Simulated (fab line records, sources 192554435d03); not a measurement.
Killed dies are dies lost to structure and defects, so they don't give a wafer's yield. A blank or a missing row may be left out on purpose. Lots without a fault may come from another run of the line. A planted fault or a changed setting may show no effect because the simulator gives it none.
Split-lot experiment | flow n5_finfet | 7 lots, 21 wafers read, on a route of 1938 steps

THE SPLIT
At N5_BEOL_M13_EXPOSE_25 (exposes mask M13, target cd 210 nm), the setting dose_mj was moved away from the recipe's 22 on 8 of the 21 wafers read, by -7.1% to +7.1%. The other wafers ran this setting at the recipe's value.

FROM THE SPLIT TO THE READING: what the file shows between them, 3 steps
- N5_BEOL_M13_PEB_26: peb time 90 s
- N5_BEOL_M13_DEVELOP_27: develop time 45 s
- N5_BEOL_M13_HARDBAKE_32: time 120 s

THE READING
cd_nm, in nm, at N5_BEOL_M13_CD_MEAS_28 (target cd 209.5 nm). Fault-free wafers of this fab line usually give 209.6 nm, standard deviation 1.1 nm.

wafer  | tool, chamber at the split | dose_mj as run | against the recipe | cd_nm, nm | against lot-mates on the recipe
L077.4 | krf_scanner-02, 0          | 22             | recipe             | 209.7     | -
L077.5 | krf_scanner-02, 0          | 23.17          | +5.3%              | 213.9     | +4.2
L077.6 | krf_scanner-02, 0          | 23.17          | +5.3%              | 213.0     | +3.3
L082.2 | krf_scanner-01, 0          | 22             | recipe             | 209.9     | -
L082.5 | krf_scanner-01, 0          | 22             | recipe             | 212.0     | -
L082.6 | krf_scanner-01, 0          | 22             | recipe             | 209.7     | -
L085.3 | krf_scanner-02, 0          | 22             | recipe             | 209.5     | -
L085.4 | krf_scanner-02, 0          | 20.43          | -7.1%              | 200.6     | -8.9
L085.5 | krf_scanner-02, 0          | 20.43          | -7.1%              | 198.9     | -10.6
L087.3 | krf_scanner-01, 0          | 23.57          | +7.1%              | 217.8     | +8.7
L087.4 | krf_scanner-01, 0          | 22             | recipe             | 209.1     | -
L087.6 | krf_scanner-01, 0          | 23.57          | +7.1%              | 217.0     | +7.9
L091.1 | krf_scanner-02, 0          | 22             | recipe             | 209.9     | -
L091.2 | krf_scanner-02, 0          | 20.54          | -6.6%              | 200.9     | -8.2
L091.3 | krf_scanner-02, 0          | 22             | recipe             | 208.2     | -
L092.1 | krf_scanner-01, 0          | 20.65          | -6.1%              | 202.3     | -6.9
L092.3 | krf_scanner-01, 0          | 22             | recipe             | 209.5     | -
L092.5 | krf_scanner-01, 0          | 22             | recipe             | 208.9     | -
L095.1 | krf_scanner-02, 0          | 22             | recipe             | 208.6     | -
L095.2 | krf_scanner-02, 0          | 22             | recipe             | 210.2     | -
L095.5 | krf_scanner-02, 0          | 22             | recipe             | 210.2     | -

THE FIT
A straight line over all 21 wafers: cd_nm changes by +1.15 nm for each +1% of dose_mj; r = +0.97; the points scatter about the line by 1.2 nm.
The same after taking each lot's own level away (the mean of its wafers on the recipe; 21 wafers): +1.15 nm for each +1%; r = +0.98; scatter 1.1 nm.
On that fit, the largest move of dose_mj shifts the reading by 8.2 nm.
The lots' own levels span 209.05 to 210.53 nm, that is 1.3 times the standard deviation above.
So the lot-to-lot level changes the slope little: the two slopes agree.
Check: with one of the wafers moved furthest among these (-7.1%) left out of the fit, the line predicts -8.51 nm for it against its lot-mates. It came out at -8.9 nm against them.

OTHER SPLITS ON THESE WAFERS
These wafers also went through other splits before the reading. Each is held against what the fit with the lots' levels taken away leaves over:
other split on the same wafers   | wafers away from the commonest value | r with cd_nm (lot level and that fit taken away)
N5_BEOL_M10_ETCH_62 time_s       | 5                                    | -0.14
N5_BEOL_M11_ETCH_62 time_s       | 7                                    | -0.19
N5_BEOL_M12_EXPOSE_07 dose_mj    | 8                                    | -0.26
N5_BEOL_M12_ETCH_59 h2_flow_sccm | 4                                    | +0.11

THE WHOLE CHAIN: every reading that the file lists as answering this split, in the file's order
step                   | what it does             | reading                                                         | change (the file's fit)              | r (the file's)
N5_BEOL_M13_CD_MEAS_28 | target cd 209.5 nm       | cd_nm                                                           | +1.16 nm for each +1% of the setting | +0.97
N5_BEOL_M13_DESCUM_33  | chemistry O2, time 7.9 s | BEOL_M13.cd_nm (the simulator's own value, which no gauge read) | +1.12 nm for each +1% of the setting | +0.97

THE FILE'S OWN FIT
cd_nm changes by +1.16 nm for each +1% of dose_mj, r = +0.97.
